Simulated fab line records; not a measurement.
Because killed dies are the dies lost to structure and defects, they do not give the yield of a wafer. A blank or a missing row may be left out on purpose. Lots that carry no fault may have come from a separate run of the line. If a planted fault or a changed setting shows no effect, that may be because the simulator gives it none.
fab line records	flow nand_harc
record lots=24	wafers=72	last_day=33
route steps=1302 shown A_CONTACT@1106 A_BLC@1120 A_M0@1158
lots with no fault: from the same line, run without faults
start_h: the number of hours between the record's first day and the start of the first shown wafer of the lot	wait_h: hours since the lot's step before	" repeats the value in the row above	L1.1+2: one row covering several wafers at once	- no value, or no start was given	* or withheld: withheld	< > ~ a bound
route shown NAME@n: NAME is a module with steps in the file, n the number in the route of the first one	usual: the fault-free wafers' mean and standard deviation	same: alike in all rows	chamber/n: place in a boat	sites: readings site by site	_std_site: their standard deviation	_edge_site: outer sites' mean less inner sites'	radius_mm: how far each site lies from the wafer's centre	mask NAME#n: copy n	behind: the last tool/chamber to shape the wafer	hold: what put the lot on hold/how long, in hours/how the hold closed	device: the n, p or np transistor that did not switch	end of line: tests run on the same wafers once the route is complete	for a step that has no rows: nothing shown but its recipe	killed: dies lost to structure and defects at the first sort, not the wafer's yield	map: dies across one wafer; x = killed, . = not, _ = none there
set.NAME: setting as actually run; set.NAME@STEP: the setting as run at that earlier step	model.NAME: the simulator's own value behind a step, which no gauge read
route steps across a sampled set of lots; one table per step, one row per wafer
services: from which hour (start_h, from the record's first day; less than 0 if before it) a tool's chamber was out of use, for how many hours, and why
## steps
# step NHARC_A_CONTACT_INSPECT_23
# usual raw_defect_count=484/110
lot.wafer	tool	chamber	start_h	wait_h	raw_defect_count
L074.1	defect_inspect-01	-	520.53	0.1	673
L074.5	"	-	"	"	626
L074.6	"	-	"	"	483
L075.1	defect_inspect-02	-	532.20	0.1	323
L075.3	"	-	"	"	442
L075.4	"	-	"	"	382
L077.1	defect_inspect-02	-	537.85	0.1	531
L077.2	"	-	"	"	681
L077.6	"	-	"	"	771
L078.2	defect_inspect-01	-	543.43	0.1	453
L078.4	"	-	"	"	673
L078.5	"	-	"	"	435
L076.1	defect_inspect-02	-	543.89	0.1	543
L076.3	"	-	"	"	330
L076.5	"	-	"	"	383
L079.3	defect_inspect-02	-	584.40	0.1	482
L079.5	"	-	"	"	667
L079.6	"	-	"	"	646
L080.1	defect_inspect-01	-	586.02	0.1	467
L080.4	"	-	"	"	622
L080.5	"	-	"	"	429
L082.1	defect_inspect-02	-	593.70	0.1	556
L082.3	"	-	"	"	530
L082.6	"	-	"	"	416
L081.3	defect_inspect-01	-	594.78	0.1	411
L081.4	"	-	"	"	773
L081.5	"	-	"	"	591
L085.3	defect_inspect-01	-	629.75	0.1	463
L085.5	"	-	"	"	425
L085.6	"	-	"	"	506
L083.1	defect_inspect-02	-	630.53	0.1	378
L083.4	"	-	"	"	335
L083.5	"	-	"	"	420
L084.3	defect_inspect-01	-	633.01	0.1	331
L084.4	"	-	"	"	406
L084.6	"	-	"	"	313
L086.2	defect_inspect-02	-	636.14	0.1	563
L086.4	"	-	"	"	526
L086.5	"	-	"	"	500
L087.2	defect_inspect-02	-	654.37	0.1	558
L087.5	"	-	"	"	771
L087.6	"	-	"	"	431
L091.2	defect_inspect-01	-	661.84	0.1	492
L091.3	"	-	"	"	678
L091.5	"	-	"	"	663
L088.4	defect_inspect-02	-	664.91	0.1	339
L088.5	"	-	"	"	330
L088.6	"	-	"	"	363
L090.2	defect_inspect-01	-	672.30	0.1	562
L090.4	"	-	"	"	526
L090.5	"	-	"	"	693
L089.4	defect_inspect-01	-	681.37	0.1	458
L089.5	"	-	"	"	551
L089.6	"	-	"	"	516
L092.3	defect_inspect-01	-	687.27	0.1	440
L092.5	"	-	"	"	514
L092.6	"	-	"	"	430
L093.1	defect_inspect-02	-	717.55	0.1	426
L093.5	"	-	"	"	432
L093.6	"	-	"	"	455
L094.2	defect_inspect-02	-	726.42	0.1	412
L094.4	"	-	"	"	606
L094.6	"	-	"	"	409
L096.2	defect_inspect-01	-	731.44	0.1	582
L096.3	"	-	"	"	396
L096.5	"	-	"	"	664
L095.3	defect_inspect-01	-	732.17	0.1	372
L095.5	"	-	"	"	520
L095.6	"	-	"	"	286
L097.2	defect_inspect-01	-	736.20	0.1	479
L097.3	"	-	"	"	489
L097.5	"	-	"	"	423
# step NHARC_A_BLC_DESCUM_15
# recipe time_s=3	o2_flow_sccm=200	ar_flow_sccm=0	bias_power_w=0	chemistry=O2
# usual drypump_motor_current_A=5.8/0.4	o2_flow_sccm=200.0/0.6	oes_product_au=0.997/0.0089	rf_vpp_V=58.0/0.83	showerhead_plenum_p_Torr=1.93/0.073	throttle_valve_pct=11.312/0.0089
lot.wafer	tool	chamber	start_h	wait_h	drypump_motor_current_A	o2_flow_sccm	oes_product_au	rf_hours_counter_h	rf_vpp_V	showerhead_plenum_p_Torr	throttle_valve_pct
L074.1	rie_diel-11	0	521.11	0.1	6.1	200.8	0.993	6	58.0	1.77	11.303
L074.6	"	2	"	"	6.1	199.4	0.994	-	58.6	2.02	11.309
L074.5	"	3	"	"	5.4	200.7	0.981	-	58.1	1.95	11.310
L075.3	rie_diel-01	0	532.76	0.1	5.5	200.1	1.012	10	56.0	1.89	11.315
L075.1	"	2	"	"	5.9	200.0	1.000	9	58.7	1.90	11.300
L075.4	"	3	"	"	5.4	199.4	0.989	9	57.3	1.98	11.315
L077.1	rie_diel-01	2	538.44	0.1	5.9	199.7	1.001	10	58.4	1.90	11.329
L077.2	"	3	"	"	5.4	197.8	1.004	10	57.8	1.98	11.312
L077.6	"	1	"	"	6.5	199.3	1.010	-	55.8	1.93	11.324
L078.2	rie_diel-03	2	544.00	0.1	5.0	200.3	1.004	19	57.7	1.86	11.313
L078.4	"	3	"	"	6.1	199.9	0.995	32	56.9	1.88	11.314
L078.5	"	2	"	"	5.0	199.6	1.004	-	58.6	1.86	11.299
L076.1	rie_diel-01	0	544.59	0.1	5.5	200.5	1.011	11	57.4	1.89	11.322
L076.3	"	1	"	"	6.5	200.1	1.001	10	58.7	1.93	11.325
L076.5	"	1	"	"	6.5	199.5	1.012	-	57.2	1.93	11.311
L079.3	rie_diel-01	1	584.99	0.1	6.5	200.6	1.002	1	57.0	1.93	11.313
L079.5	"	2	"	"	5.9	199.7	1.004	-	56.8	1.90	11.311
L079.6	"	3	"	"	5.4	199.4	0.997	-	59.1	1.98	11.308
L080.1	rie_diel-11	2	586.72	0.1	6.1	200.7	1.001	11	58.8	2.02	11.312
L080.4	"	0	"	"	6.1	200.6	0.983	12	57.9	1.77	11.302
L080.5	"	2	"	"	6.1	200.8	1.006	-	58.2	2.02	11.302
L082.3	rie_diel-01	0	594.27	0.1	5.5	200.1	1.015	2	58.3	1.89	11.297
L082.1	"	2	"	"	5.9	199.7	0.996	2	58.2	1.90	11.314
L082.6	"	1	"	"	6.5	200.5	1.006	-	59.0	1.93	11.310
L081.4	rie_diel-11	2	595.34	0.1	6.1	199.2	1.000	12	58.5	2.02	11.309
L081.3	"	0	"	"	6.1	200.1	0.990	13	57.1	1.77	11.305
L081.5	"	2	"	"	6.1	199.1	0.996	-	58.7	2.02	11.304
L085.3	rie_diel-01	0	630.46	0.1	5.5	200.8	1.020	5	60.6	1.89	11.321
L085.6	"	1	"	"	6.5	200.8	1.008	-	57.8	1.93	11.309
L085.5	"	2	"	"	5.9	199.5	1.003	-	57.5	1.90	11.305
L083.1	rie_diel-11	0	631.22	0.1	6.1	199.6	0.987	1	56.5	1.77	11.322
L083.4	"	2	"	"	6.1	199.9	0.989	1	58.0	2.02	11.321
L083.5	"	1	"	"	5.6	199.9	0.988	-	59.3	1.98	11.306
L084.4	rie_diel-11	1	633.71	0.1	5.6	200.0	0.993	1	58.0	1.98	11.312
L084.3	"	2	"	"	6.1	199.1	0.991	2	58.7	2.02	11.296
L084.6	"	0	"	"	6.1	199.4	0.984	-	57.6	1.77	11.323
L086.4	rie_diel-11	2	636.71	0.1	6.1	199.1	0.999	2	57.1	2.02	11.329
L086.2	"	0	"	"	6.1	199.4	0.992	2	57.6	1.77	11.310
L086.5	"	2	"	"	6.1	199.9	0.993	-	57.6	2.02	11.305
L087.2	rie_diel-01	0	654.96	0.1	5.5	200.8	0.995	6	57.6	1.89	11.311
L087.5	"	1	"	"	6.5	199.1	1.005	-	58.1	1.93	11.308
L087.6	"	2	"	"	5.9	200.3	0.984	-	58.5	1.90	11.317
L091.3	rie_diel-01	0	662.54	0.1	5.5	199.5	1.012	7	58.9	1.89	11.305
L091.2	"	2	"	"	5.9	200.7	0.994	6	57.9	1.90	11.316
L091.5	"	3	"	"	5.3	200.4	1.003	-	58.9	1.98	11.312
L088.4	rie_diel-11	3	665.62	0.1	5.4	200.0	0.997	5	57.7	1.94	11.300
L088.5	"	0	"	"	6.1	199.6	0.986	-	58.4	1.76	11.311
L088.6	"	1	"	"	5.6	201.3	0.999	-	58.8	1.98	11.307
L090.2	rie_diel-11	0	672.88	0.1	6.1	201.0	0.988	6	57.0	1.76	11.319
L090.4	"	2	"	"	6.1	198.9	0.992	6	57.3	2.02	11.308
L090.5	"	3	"	"	5.4	199.1	0.988	-	57.8	1.94	11.303
L089.4	rie_diel-11	1	682.07	0.1	5.6	200.4	0.988	7	60.0	1.98	11.308
L089.6	"	0	"	"	6.1	200.5	0.986	-	57.0	1.76	11.310
L089.5	"	1	"	"	5.6	200.1	0.997	-	58.5	1.98	11.311
L092.3	rie_diel-03	2	687.98	0.1	5.0	200.4	1.016	14	57.6	1.85	11.317
L092.5	"	0	"	"	6.0	199.9	1.006	-	57.6	1.89	11.305
L092.6	"	1	"	"	5.2	199.4	1.007	-	58.7	2.03	11.313
L093.1	rie_diel-11	2	718.26	0.1	6.1	200.4	1.002	8	58.6	2.02	11.310
L093.5	"	0	"	"	6.1	200.1	0.989	-	58.2	1.76	11.301
L093.6	"	1	"	"	5.6	201.0	0.992	-	59.6	1.98	11.305
L094.4	rie_diel-01	2	727.13	0.1	5.9	200.1	0.987	10	57.3	1.90	11.327
L094.2	"	3	"	"	5.4	200.4	0.996	11	59.0	1.98	11.314
L094.6	"	1	"	"	6.5	200.2	0.988	-	58.0	1.93	11.305
L096.3	rie_diel-01	0	732.13	0.1	5.5	200.7	1.003	12	58.3	1.89	11.312
L096.2	"	1	"	"	6.5	199.8	1.006	11	57.2	1.93	11.312
L096.5	"	0	"	"	5.5	199.8	1.011	-	57.0	1.89	11.314
L095.3	rie_diel-11	1	732.86	0.1	5.6	200.2	0.989	11	59.9	1.98	11.310
L095.5	"	1	"	"	5.6	200.4	0.979	-	56.6	1.98	11.295
L095.6	"	2	"	"	6.1	199.7	0.972	-	58.9	2.02	11.302
L097.2	rie_diel-11	1	736.90	0.1	5.6	200.7	0.990	12	59.6	1.97	11.313
L097.3	"	2	"	"	6.1	199.7	0.990	11	56.7	2.02	11.318
L097.5	"	2	"	"	6.1	199.3	0.994	-	58.0	2.02	11.336
# step NHARC_A_BLC_ETCH_18
# recipe target_depth_a=9100	c4f8_flow_sccm=20	o2_flow_sccm=10	ar_flow_sccm=withheld	rf_w=600	bias_w=1500	chemistry=C4F8/O2/Ar
# usual oes_product_au=0.948/0.023	rf_vpp_V=980/4.8
lot.wafer	tool	chamber	start_h	wait_h	oes_product_au	rf_hours_counter_h	rf_vpp_V
L074.1	rie_diel-11	3	-	-	0.948	7	979
L074.6	"	3	"	"	0.952	-	979
L074.5	"	0	"	"	0.963	-	968
L075.1	rie_diel-01	2	-	-	0.973	10	977
L075.3	"	3	"	"	0.981	9	983
L075.4	"	1	"	"	0.969	9	979
L077.1	rie_diel-01	0	-	-	0.920	11	978
L077.2	"	2	"	"	0.929	11	977
L077.6	"	3	"	"	0.919	-	981
L078.4	rie_diel-03	0	-	-	0.930	25	978
L078.2	"	1	"	"	0.933	29	988
L078.5	"	2	"	"	0.919	-	975
L076.3	rie_diel-01	2	-	-	0.923	11	978
L076.1	"	3	"	"	0.923	10	982
L076.5	"	0	"	"	0.931	-	979
L079.3	rie_diel-01	0	-	-	0.983	2	977
L079.6	"	2	"	"	0.959	-	978
L079.5	"	3	"	"	0.954	-	983
L080.1	rie_diel-11	2	-	-	0.942	12	985
L080.4	"	3	"	"	0.925	12	979
L080.5	"	2	"	"	0.928	-	985
L082.1	rie_diel-01	3	-	-	0.932	3	983
L082.3	"	1	"	"	0.944	2	980
L082.6	"	0	"	"	0.948	-	978
L081.4	rie_diel-11	1	-	-	0.925	13	983
L081.3	"	2	"	"	0.921	13	988
L081.5	"	2	"	"	0.933	-	984
L085.3	rie_diel-01	3	-	-	0.968	5	983
L085.6	"	1	"	"	0.966	-	981
L085.5	"	2	"	"	0.950	-	978
L083.4	rie_diel-11	1	-	-	0.951	1	981
L083.1	"	0	"	"	0.961	2	969
L083.5	"	2	"	"	0.974	-	984
L084.3	rie_diel-11	2	-	-	0.973	2	985
L084.4	"	3	"	"	0.963	2	981
L084.6	"	1	"	"	0.953	-	982
L086.2	rie_diel-11	2	-	-	0.964	2	987
L086.4	"	1	"	"	0.971	2	982
L086.5	"	2	"	"	0.959	-	986
L087.2	rie_diel-01	2	-	-	0.948	6	977
L087.5	"	0	"	"	0.988	-	976
L087.6	"	1	"	"	0.956	-	980
L091.2	rie_diel-01	3	-	-	0.953	7	983
L091.3	"	0	"	"	0.957	8	977
L091.5	"	2	"	"	0.962	-	979
L088.4	rie_diel-11	2	-	-	0.967	5	984
L088.6	"	1	"	"	0.961	-	983
L088.5	"	2	"	"	0.975	-	986
L090.4	rie_diel-11	2	-	-	0.964	6	985
L090.2	"	0	"	"	0.945	6	967
L090.5	"	2	"	"	0.960	-	985
L089.4	rie_diel-11	3	-	-	0.975	6	981
L089.5	"	1	"	"	0.953	-	983
L089.6	"	2	"	"	0.969	-	986
L092.3	rie_diel-03	0	-	-	0.974	15	976
L092.6	"	2	"	"	0.989	-	972
L092.5	"	3	"	"	0.984	-	977
L093.1	rie_diel-11	1	-	-	0.918	9	983
L093.6	"	3	"	"	0.922	-	980
L093.5	"	0	"	"	0.908	-	967
L094.2	rie_diel-01	1	-	-	0.923	11	979
L094.4	"	2	"	"	0.919	11	977
L094.6	"	0	"	"	0.935	-	976
L096.3	rie_diel-01	1	-	-	0.918	11	981
L096.2	"	3	"	"	0.914	12	982
L096.5	"	1	"	"	0.922	-	978
L095.3	rie_diel-11	1	-	-	0.963	11	982
L095.5	"	1	"	"	0.955	-	985
L095.6	"	3	"	"	0.960	-	981
L097.2	rie_diel-11	1	-	-	0.916	12	982
L097.3	"	2	"	"	0.920	11	985
L097.5	"	2	"	"	0.915	-	986
# step NHARC_A_BLC_STRIP_29
# recipe cf4_flow_sccm=150	ar_flow_sccm=0	bias_w=0	chemistry=CF4
# usual drypump_motor_current_A=5.8/0.44	oes_product_au=0.999/0.0099	rf_vpp_V=59.4/0.84	showerhead_plenum_p_Torr=1.78/0.057	throttle_valve_pct=13.285/0.0091
lot.wafer	tool	chamber	start_h	wait_h	drypump_motor_current_A	oes_product_au	rf_hours_counter_h	rf_vpp_V	showerhead_plenum_p_Torr	throttle_valve_pct
L074.1	rie_diel-01	3	522.17	0.1	5.4	1.015	9	60.5	1.83	13.281
L074.5	"	0	"	"	5.5	1.016	-	57.6	1.75	13.283
L074.6	"	1	"	"	6.5	1.022	-	59.7	1.79	13.286
L075.3	rie_diel-11	2	533.82	0.1	6.1	1.017	8	58.9	1.86	13.294
L075.4	"	3	"	"	5.4	0.988	8	60.0	1.80	13.279
L075.1	"	0	"	"	6.1	0.995	8	58.6	1.64	13.296
L077.1	rie_diel-01	1	539.48	0.1	6.5	1.001	10	58.6	1.78	13.290
L077.2	"	3	"	"	5.3	0.996	10	59.1	1.83	13.293
L077.6	"	0	"	"	5.5	1.004	-	59.8	1.75	13.289
L078.4	rie_diel-11	0	545.61	0.1	6.1	0.983	9	58.3	1.64	13.300
L078.2	"	2	"	"	6.1	1.006	9	60.1	1.86	13.284
L078.5	"	0	"	"	6.1	0.991	-	59.5	1.64	13.275
L076.1	rie_diel-03	3	545.65	0.1	6.1	1.001	32	59.3	1.74	13.286
L076.3	"	0	"	"	6.0	0.995	25	59.6	1.76	13.298
L076.5	"	2	"	"	5.0	0.989	-	59.6	1.72	13.285
L079.3	rie_diel-03	0	586.04	0.1	6.0	1.006	35	60.0	1.76	13.283
L079.5	"	1	"	"	5.2	1.000	-	60.3	1.88	13.271
L079.6	"	2	"	"	5.0	1.003	-	59.4	1.72	13.282
L080.4	rie_diel-01	1	587.77	0.1	6.5	1.003	2	59.5	1.78	13.286
L080.1	"	3	"	"	5.3	0.998	2	60.6	1.83	13.292
L080.5	"	0	"	"	5.5	1.009	-	57.3	1.75	13.285
L082.1	rie_diel-01	2	595.32	0.1	5.9	1.004	2	61.2	1.76	13.286
L082.3	"	3	"	"	5.4	0.996	3	60.1	1.83	13.270
L082.6	"	1	"	"	6.5	1.008	-	59.0	1.78	13.298
L081.3	rie_diel-01	2	596.70	0.1	5.9	1.007	2	60.5	1.76	13.303
L081.4	"	3	"	"	5.4	1.009	3	60.2	1.83	13.286
L081.5	"	2	"	"	5.9	0.994	-	59.5	1.76	13.290
L085.3	rie_diel-01	0	631.50	0.1	5.5	0.995	5	58.6	1.75	13.280
L085.6	"	2	"	"	5.9	0.999	-	58.8	1.76	13.287
L085.5	"	3	"	"	5.4	0.986	-	59.0	1.83	13.261
L083.4	rie_diel-11	1	632.28	0.1	5.6	0.987	1	59.3	1.82	13.302
L083.1	"	2	"	"	6.1	0.987	1	58.6	1.86	13.292
L083.5	"	1	"	"	5.6	0.996	-	60.5	1.82	13.296
L084.3	rie_diel-11	2	634.76	0.1	6.1	0.992	2	60.2	1.86	13.280
L084.4	"	3	"	"	5.4	0.988	2	59.6	1.80	13.271
L084.6	"	0	"	"	6.2	0.991	-	58.1	1.64	13.286
L086.2	rie_diel-11	0	637.75	0.1	6.1	0.986	2	58.3	1.64	13.301
L086.4	"	3	"	"	5.4	0.980	2	57.7	1.80	13.282
L086.5	"	0	"	"	6.1	0.986	-	59.4	1.64	13.287
L087.2	rie_diel-01	0	655.99	0.1	5.5	1.006	7	59.9	1.75	13.289
L087.6	"	3	"	"	5.4	0.999	-	60.0	1.83	13.284
L087.5	"	0	"	"	5.5	1.006	-	57.9	1.75	13.274
L091.3	rie_diel-03	3	663.59	0.1	6.1	1.004	11	59.8	1.73	13.288
L091.2	"	0	"	"	6.0	1.008	10	58.9	1.75	13.267
L091.5	"	1	"	"	5.2	1.011	-	58.7	1.87	13.295
L088.4	rie_diel-01	2	666.64	0.1	5.9	0.986	7	59.8	1.76	13.275
L088.5	"	2	"	"	5.9	0.992	-	59.1	1.76	13.281
L088.6	"	3	"	"	5.4	0.998	-	59.2	1.83	13.280
L090.2	rie_diel-01	0	673.93	0.1	5.5	1.010	8	59.4	1.75	13.287
L090.4	"	1	"	"	6.5	1.005	8	57.9	1.78	13.290
L090.5	"	2	"	"	5.9	0.985	-	59.4	1.76	13.276
L089.4	rie_diel-03	3	683.12	0.1	6.1	1.016	15	59.6	1.73	13.273
L089.6	"	1	"	"	5.2	1.001	-	59.9	1.87	13.281
L089.5	"	2	"	"	5.0	1.022	-	59.1	1.71	13.267
L092.3	rie_diel-01	1	689.02	0.1	6.5	1.000	9	59.6	1.78	13.286
L092.6	"	3	"	"	5.4	1.002	-	59.5	1.83	13.286
L092.5	"	0	"	"	5.5	1.004	-	59.7	1.75	13.311
L093.1	rie_diel-01	2	719.33	0.1	5.9	0.989	10	59.6	1.76	13.290
L093.6	"	0	"	"	5.5	1.009	-	59.0	1.75	13.286
L093.5	"	1	"	"	6.5	1.015	-	59.1	1.78	13.271
L094.4	rie_diel-11	3	728.16	0.1	5.4	0.997	10	59.7	1.79	13.293
L094.2	"	1	"	"	5.6	0.991	10	58.3	1.82	13.290
L094.6	"	0	"	"	6.1	0.986	-	58.8	1.64	13.272
L096.3	rie_diel-01	1	733.18	0.1	6.5	1.013	11	60.0	1.78	13.285
L096.2	"	2	"	"	5.9	0.996	11	60.2	1.76	13.289
L096.5	"	2	"	"	5.9	0.996	-	59.7	1.76	13.278
L095.3	rie_diel-01	3	734.12	0.1	5.4	1.000	12	59.7	1.82	13.281
L095.6	"	0	"	"	5.5	1.008	-	59.2	1.75	13.295
L095.5	"	1	"	"	6.5	0.992	-	60.4	1.78	13.288
L097.3	rie_diel-11	2	738.13	0.1	6.1	0.977	11	60.8	1.86	13.283
L097.2	"	3	"	"	5.4	0.998	11	60.5	1.79	13.286
L097.5	"	3	"	"	5.4	1.002	-	58.3	1.79	13.286
# step NHARC_A_BLC_INSPECT_28
# usual raw_defect_count=509/130
lot.wafer	tool	chamber	start_h	wait_h	raw_defect_count
L074.1	defect_inspect-02	-	524.03	0.1	445
L074.5	"	-	"	"	560
L074.6	"	-	"	"	486
L075.1	defect_inspect-01	-	535.71	0.1	566
L075.3	"	-	"	"	529
L075.4	"	-	"	"	473
L077.1	defect_inspect-01	-	541.38	0.1	306
L077.2	"	-	"	"	379
L077.6	"	-	"	"	373
L078.2	defect_inspect-02	-	547.53	0.1	597
L078.4	"	-	"	"	673
L078.5	"	-	"	"	574
L076.1	defect_inspect-01	-	547.95	0.1	523
L076.3	"	-	"	"	485
L076.5	"	-	"	"	470
L079.3	defect_inspect-01	-	587.92	0.1	414
L079.5	"	-	"	"	515
L079.6	"	-	"	"	678
L080.1	defect_inspect-01	-	589.71	0.1	416
L080.4	"	-	"	"	635
L080.5	"	-	"	"	458
L082.1	defect_inspect-01	-	597.36	0.1	420
L082.3	"	-	"	"	572
L082.6	"	-	"	"	443
L081.3	defect_inspect-01	-	598.59	0.1	348
L081.4	"	-	"	"	549
L081.5	"	-	"	"	475
L085.3	defect_inspect-01	-	633.38	0.1	544
L085.5	"	-	"	"	772
L085.6	"	-	"	"	775
L083.1	defect_inspect-01	-	634.71	0.1	720
L083.4	"	-	"	"	668
L083.5	"	-	"	"	579
L084.3	defect_inspect-02	-	636.69	0.1	415
L084.4	"	-	"	"	383
L084.6	"	-	"	"	389
L086.2	defect_inspect-01	-	639.66	0.1	429
L086.4	"	-	"	"	413
L086.5	"	-	"	"	382
L087.2	defect_inspect-02	-	657.90	0.1	624
L087.5	"	-	"	"	483
L087.6	"	-	"	"	467
L091.2	defect_inspect-01	-	665.93	0.1	419
L091.3	"	-	"	"	586
L091.5	"	-	"	"	574
L088.4	defect_inspect-02	-	668.58	0.1	359
L088.5	"	-	"	"	336
L088.6	"	-	"	"	443
L090.2	defect_inspect-01	-	675.81	0.1	685
L090.4	"	-	"	"	563
L090.5	"	-	"	"	451
L089.4	defect_inspect-01	-	685.04	0.1	621
L089.5	"	-	"	"	617
L089.6	"	-	"	"	522
L092.3	defect_inspect-02	-	691.40	0.1	400
L092.5	"	-	"	"	366
L092.6	"	-	"	"	354
L093.1	defect_inspect-01	-	721.24	0.1	440
L093.5	"	-	"	"	463
L093.6	"	-	"	"	366
L094.2	defect_inspect-01	-	730.06	0.1	629
L094.4	"	-	"	"	561
L094.6	"	-	"	"	731
L096.2	defect_inspect-02	-	735.08	0.1	656
L096.3	"	-	"	"	351
L096.5	"	-	"	"	562
L095.3	defect_inspect-02	-	736.59	0.1	458
L095.5	"	-	"	"	613
L095.6	"	-	"	"	550
L097.2	defect_inspect-02	-	740.07	0.1	683
L097.3	"	-	"	"	603
L097.5	"	-	"	"	595
# step NHARC_A_M0_PVD_20
# recipe target_thk_a=50	bias_v=168.6	power_w=15000	chamber_pressure_pa=0.12	time_s=8.06	substrate_temp_c=50	material=TaN
# usual throttle_valve_pct=29.8/1.4
lot.wafer	tool	chamber	start_h	wait_h	throttle_valve_pct
L074.1	pvd_sputter-02	-	-	-	27.2
L074.5	"	-	"	"	27.6
L074.6	"	-	"	"	27.1
L075.3	pvd_sputter-02	-	-	-	30.3
L075.1	"	-	"	"	30.5
L075.4	"	-	"	"	27.6
L077.1	pvd_sputter-01	-	-	-	31.0
L077.2	"	-	"	"	30.2
L077.6	"	-	"	"	30.9
L078.2	pvd_sputter-03	-	-	-	30.8
L078.4	"	-	"	"	28.9
L078.5	"	-	"	"	30.9
L076.3	pvd_sputter-03	-	-	-	30.5
L076.1	"	-	"	"	31.7
L076.5	"	-	"	"	28.8
L079.3	pvd_sputter-03	-	-	-	30.5
L079.6	"	-	"	"	30.7
L079.5	"	-	"	"	31.8
L080.1	pvd_sputter-02	-	-	-	30.4
L080.4	"	-	"	"	27.8
L080.5	"	-	"	"	30.6
L082.3	pvd_sputter-02	-	-	-	27.2
L082.1	"	-	"	"	30.3
L082.6	"	-	"	"	27.5
L081.3	pvd_sputter-02	-	-	-	30.3
L081.4	"	-	"	"	27.6
L081.5	"	-	"	"	27.5
L085.3	pvd_sputter-03	-	-	-	30.7
L085.6	"	-	"	"	32.1
L085.5	"	-	"	"	30.7
L083.4	pvd_sputter-03	-	-	-	28.7
L083.1	"	-	"	"	31.8
L083.5	"	-	"	"	31.0
L084.4	pvd_sputter-01	-	-	-	29.6
L084.3	"	-	"	"	29.5
L084.6	"	-	"	"	31.5
L086.4	pvd_sputter-03	-	-	-	31.9
L086.2	"	-	"	"	28.9
L086.5	"	-	"	"	31.9
L087.2	pvd_sputter-02	-	-	-	30.5
L087.6	"	-	"	"	30.4
L087.5	"	-	"	"	28.6
L091.2	pvd_sputter-02	-	-	-	28.8
L091.3	"	-	"	"	30.1
L091.5	"	-	"	"	28.3
L088.4	pvd_sputter-03	-	-	-	31.9
L088.6	"	-	"	"	30.7
L088.5	"	-	"	"	28.7
L090.4	pvd_sputter-02	-	-	-	27.5
L090.2	"	-	"	"	30.1
L090.5	"	-	"	"	28.6
L089.4	pvd_sputter-03	-	-	-	30.6
L089.5	"	-	"	"	30.7
L089.6	"	-	"	"	32.1
L092.3	pvd_sputter-01	-	-	-	31.3
L092.5	"	-	"	"	31.0
L092.6	"	-	"	"	30.2
L093.1	pvd_sputter-01	-	-	-	31.2
L093.5	"	-	"	"	29.3
L093.6	"	-	"	"	29.3
L094.4	pvd_sputter-02	-	-	-	28.5
L094.2	"	-	"	"	27.6
L094.6	"	-	"	"	30.6
L096.2	pvd_sputter-02	-	-	-	30.4
L096.3	"	-	"	"	30.2
L096.5	"	-	"	"	28.5
L095.3	pvd_sputter-03	-	-	-	30.6
L095.6	"	-	"	"	31.8
L095.5	"	-	"	"	30.3
L097.3	pvd_sputter-01	-	-	-	31.1
L097.2	"	-	"	"	30.6
L097.5	"	-	"	"	29.6
## services
tool	chamber	start_h	hours	kind
rie_diel-01	3	500.28	12.8	repair
rie_diel-01	0	512.41	-	clean
rie_diel-01	1	512.41	-	clean
rie_diel-01	2	512.41	-	clean
rie_diel-03	1	519.91	10.9	repair
pvd_sputter-01	-	523.24	3.0	repair
pvd_sputter-03	-	533.59	10.0	pm
rie_diel-01	0	537.02	-	clean
rie_diel-01	1	537.02	-	clean
rie_diel-01	2	537.02	-	clean
rie_diel-01	3	537.02	-	clean
pvd_sputter-02	-	556.01	3.3	repair
rie_diel-01	-	557.93	9.0	pm
rie_diel-01	0	557.93	9.0	vent_cycle
rie_diel-01	1	557.93	9.0	vent_cycle
rie_diel-01	2	557.93	9.0	vent_cycle
rie_diel-03	3	561.84	2.6	repair
pvd_sputter-01	-	583.27	10.0	pm
rie_diel-11	-	609.50	9.0	pm
rie_diel-03	-	635.33	9.0	pm
pvd_sputter-02	-	638.00	10.0	pm
pvd_sputter-03	-	711.59	10.0	pm
rie_diel-11	0	731.73	21.5	repair
rie_diel-01	-	734.93	9.0	pm
## key
fault none
